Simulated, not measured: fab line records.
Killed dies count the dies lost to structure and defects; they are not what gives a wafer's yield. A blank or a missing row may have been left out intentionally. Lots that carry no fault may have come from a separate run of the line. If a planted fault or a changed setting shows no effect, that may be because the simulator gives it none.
8D (eight disciplines) problem report, filled in by code :: flow n5 finfet :: the parts of the form that need people (team, actions taken, sign-off) are left out

## 1. THE PROBLEM
Across 9 wafers from 3 lots, M4_ILD_THK at N5_BEOL_M4_THK_MEAS_01 averages 144.3 nm, while fault-free wafers read 79.2 nm with a standard deviation of 0.99. Relative to the usual mean, that is a shift of +66 standard deviations.
First observed at day 11 12:00: wafer L538.1, on film metro-01. At this step, 29 wafers from 10 lots have a number in the record. Rule for "out" (also "out of limits"): further than 4 standard deviations from the usual mean. Any other wafer with a number is counted as sound.

## 2. WHAT IT IS, AND WHAT IT ISN'T
question: which readings at this step
is: M4_ILD_THK
is not: -

question: which lots
is: L538, L539, L540
is not: L523, L524, L528, L530, L532, L533, L541

question: which wafers of those lots
is: all that have a number
is not: -

question: read on which gauges
is: film metro-01
is not: film metro-02

question: when
is: from day 11 12:00
is not: up to then (18 sound wafers); but 2 sound wafers of L541 came after

## 3. THE SUSPECTS, EACH WITH WHAT RULES IT OUT
Counting: any tool at a process step up to the reading is kept as a suspect provided that every lot that is out went through it and no sound lot did after the first of them.
- ruled out: the gauge at N5_BEOL_M4_THK_MEAS_01. All the wafers that are out were read on film metro-01, but those of them that N5_PASSIVATION_PROBE_49 has rows for are out there too, on other tools.
- pecvd-01 at N5_BEOL_M4_ILD_DEP_00 (deposits SiOC from DEMS/O2, target thk 79 nm, time 15.3 s): kept. It ran every lot that is out, first L538 (day 11 11:56), and no sound lot after that; its last sound lot up to then is L532 (day 9 17:59).
The count leaves pecvd-01 at N5_BEOL_M4_ILD_DEP_00.

## 4. THE CAUSE (what the simulator had put in)
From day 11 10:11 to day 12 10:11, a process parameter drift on pecvd-01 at N5_BEOL_M4_ILD_DEP_00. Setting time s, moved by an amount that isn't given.
Only this tool survived the counting.

## 5. THE EFFECT CHAIN, in route order
Each row: a reading whose mean over the struck wafers that have a number lies more than 3 standard deviations from the usual. Scope: only readings with a usual standard deviation given in the record; hours: median across lots of the time from each lot's start at the first step in this table that gives one to its start at this step; sigmas: change in usual standard deviations.
hours: 0
step: N5_BEOL_M4_THK_MEAS_01
reading: M4_ILD_THK
usual: 79.2 nm
on struck wafers: 144.3
change: +65.1
sigmas: +66

hours: 120
step: N5_PASSIVATION_PROBE_49
reading: defect limited yield
usual: 91.2 %
on struck wafers: 0.0
change: -91.2
sigmas: -70

hours: 120
step: N5_PASSIVATION_PROBE_49
reading: killed_at_M4_up
usual: 13
on struck wafers: 1092
change: +1079
sigmas: +99 or more

hours: 120
step: N5_PASSIVATION_PROBE_49
reading: killed dies
usual: 104
on struck wafers: 1180
change: +1076
sigmas: +67

hours: 120
step: N5_PASSIVATION_PROBE_49
reading: killed on rim
usual: 14
on struck wafers: 152
change: +138
sigmas: +33

hours: 120
step: N5_PASSIVATION_PROBE_49
reading: sort_bin_5_function
usual: 5.1 %
on struck wafers: 96.5
change: +91.4
sigmas: +99 or more

hours: 120
step: N5_PASSIVATION_PROBE_49
reading: sort n pass
usual: 1076
on struck wafers: 0
change: -1076
sigmas: -67

hours: 120
step: N5_PASSIVATION_PROBE_49
reading: sort yield pct
usual: 91.2 %
on struck wafers: 0.0
change: -91.2
sigmas: -70
It contains these process steps:
- N5_PASSIVATION_PROBE_49

## 6. WHAT WOULD HAVE CAUGHT IT SOONER
The first out-of-limits reading at a measuring or inspecting step in this record came at day 11 12:00, 2 hours after the fault's start at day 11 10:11.
Tool readings at N5_BEOL_M4_ILD_DEP_00 with a usual standard deviation given in the record: none out on any struck wafer, hence no alarm at a limit of 4 standard deviations on them.
L539, L540, from the lots that are out (3), started N5_BEOL_M4_ILD_DEP_00 on pecvd-01 later than day 11 12:00. A hold on the tool at that time would have spared those 2.
